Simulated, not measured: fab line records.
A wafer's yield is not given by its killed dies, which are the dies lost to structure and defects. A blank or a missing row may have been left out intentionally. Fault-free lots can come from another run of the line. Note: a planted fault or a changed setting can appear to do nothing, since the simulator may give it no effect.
Split-lot study	flow n5_finfet	21 wafers read from 7 lots, route of 1938 steps

SPLIT DETAILS
At N5_DUMMY_GATE_COAT_28 (time 60 s, resist thk 10 nm), the setting spin_rpm was moved away from the recipe's 1500 rpm on 10 of the 21 wafers read, by -10.6% to +10.5%. The other wafers ran this setting at the recipe's value.

Reading taken at the split's own step.

THE READING
underlayer_of_DUMMY_GATE_COAT_28.thk_nm (the simulator's own value, which no gauge read), in nm, at N5_DUMMY_GATE_COAT_28 (time 60 s, resist thk 10 nm). No usual value for it is given in the file.

wafer	tool, chamber at the split	spin_rpm as run, rpm	against the recipe	underlayer_of_DUMMY_GATE_COAT_28.thk_nm, nm	against lot-mates on the recipe
L077.4	litho_track-05, 0	1500	recipe	10	-
L077.6	litho_track-05, 0	1500	recipe	10	-
L077.5	litho_track-05, 0	1388	-7.5%	10.4	+0.4
L082.3	litho_track-02, 0	1500	recipe	10	-
L082.5	litho_track-02, 0	1500	recipe	10	-
L082.4	litho_track-02, 0	1418	-5.5%	10.4	+0.4
L084.2	litho_track-01, 0	1500	recipe	10	-
L084.5	litho_track-01, 0	1500	recipe	10	-
L084.4	litho_track-01, 0	1657	+10.5%	9.6	-0.4
L089.2	litho_track-05, 0	1341	-10.6%	10.6	+0.6
L089.6	litho_track-05, 0	1341	-10.6%	10.6	+0.6
L089.4	litho_track-05, 0	1500	recipe	10	-
L093.1	litho_track-05, 0	1395	-7.0%	10.4	no lot-mate on the recipe
L093.2	litho_track-05, 0	1395	-7.0%	10.4	no lot-mate on the recipe
L093.4	litho_track-05, 0	1395	-7.0%	10.4	no lot-mate on the recipe
L096.2	litho_track-02, 0	1594	+6.3%	9.8	-0.2
L096.5	litho_track-02, 0	1500	recipe	10	-
L096.6	litho_track-02, 0	1594	+6.3%	9.6	-0.4
L097.1	litho_track-05, 0	1500	recipe	10	-
L097.2	litho_track-05, 0	1500	recipe	10	-
L097.5	litho_track-05, 0	1500	recipe	10	-

THE FIT
A straight line over all 21 wafers: underlayer_of_DUMMY_GATE_COAT_28.thk_nm changes by -0.0518 nm for each +1% of spin_rpm; r = -0.98; the points scatter about the line by 0.052 nm.
The same after taking each lot's own level away (the mean of its wafers on the recipe; 18 wafers): -0.0513 nm for each +1%; r = -0.98; scatter 0.056 nm.
That fit puts the effect of the largest move of spin_rpm on the reading at 0.54 nm.
The lots' own levels span 10.00 to 10.00 nm.
Consequently the slope shifts little with the lot-to-lot level, the two slopes agreeing.
Check: +0.556 nm against its lot-mates is what the line predicts for one of the wafers moved furthest among these (-10.6%) when that wafer is left out of the fit. Against them it came out at +0.6 nm.

THE OTHER SPLITS THESE WAFERS WENT THROUGH
Note: prior to the reading, these wafers also went through further splits. Each is held against what the fit with the lots' levels taken away leaves over:
other split on the same wafers	wafers away from the commonest value	r with underlayer_of_DUMMY_GATE_COAT_28.thk_nm (lot level and that fit taken away)
N5_PMOS_HMC_CHANNEL_EPI_EXPOSE_06 dose_mj	3	+0.31
N5_PMOS_HMC_CHANNEL_EPI_ETCH_32 bias_w	3	+0.16

FILE'S OWN FIT
underlayer_of_DUMMY_GATE_COAT_28.thk_nm changes by -0.0507 nm for each +1% of spin_rpm, r = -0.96.
